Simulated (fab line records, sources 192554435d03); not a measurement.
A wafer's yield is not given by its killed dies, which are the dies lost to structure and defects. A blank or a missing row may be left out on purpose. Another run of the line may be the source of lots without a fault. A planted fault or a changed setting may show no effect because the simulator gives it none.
Chamber matching -- flow n5 finfet -- N5_BEOL_M1_DESCUM_33 on rie diel-06 has 4 sister chambers
The step chemistry O2, time 7 s. 4 wafers are shown with their chamber, then 7 later ones without.

EACH WAFER AND ITS CHAMBER
wafer,chamber,showerhead plenum p Torr (Torr)
L083.5,3,2.09
L083.6,0,2.20
L086.1,1,2.12
L086.2,2,2.09

WAFERS WITHOUT THEIR CHAMBER
wafer,showerhead plenum p Torr (Torr)
L086.5,2.08
L091.4,2.12
L091.5,2.12
L091.6,2.20
L095.3,2.08
L095.4,2.08
L095.5,2.08

THE CHAMBER EACH PASSED THROUGH
wafer,from the rows above,in truth
L086.5,can't be placed: 2 or 3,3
L091.4,1,1
L091.5,1,1
L091.6,0,0
L095.3,can't be placed: 2 or 3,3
L095.4,can't be placed: 2 or 3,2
L095.5,can't be placed: 2 or 3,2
3 of 7 placed correctly. Cannot be placed on the basis of these rows: 4; the candidates contain the true chamber in 4. Placed wrongly: 0.
How it was worked out, from the rows above alone: a wafer's distance from a chamber is the root of the sum, over the readings, of the square of ((its reading less the chamber's mean) divided by the reading's scatter). The wafer belongs to the nearest chamber; if the next one is less than 2 further off, it can't be placed. For every chamber, the mean is computed from those of its wafers that are shown. The scatter: root of mean squared gap, hidden wafer to nearest shown wafer, with one shown wafer a chamber.
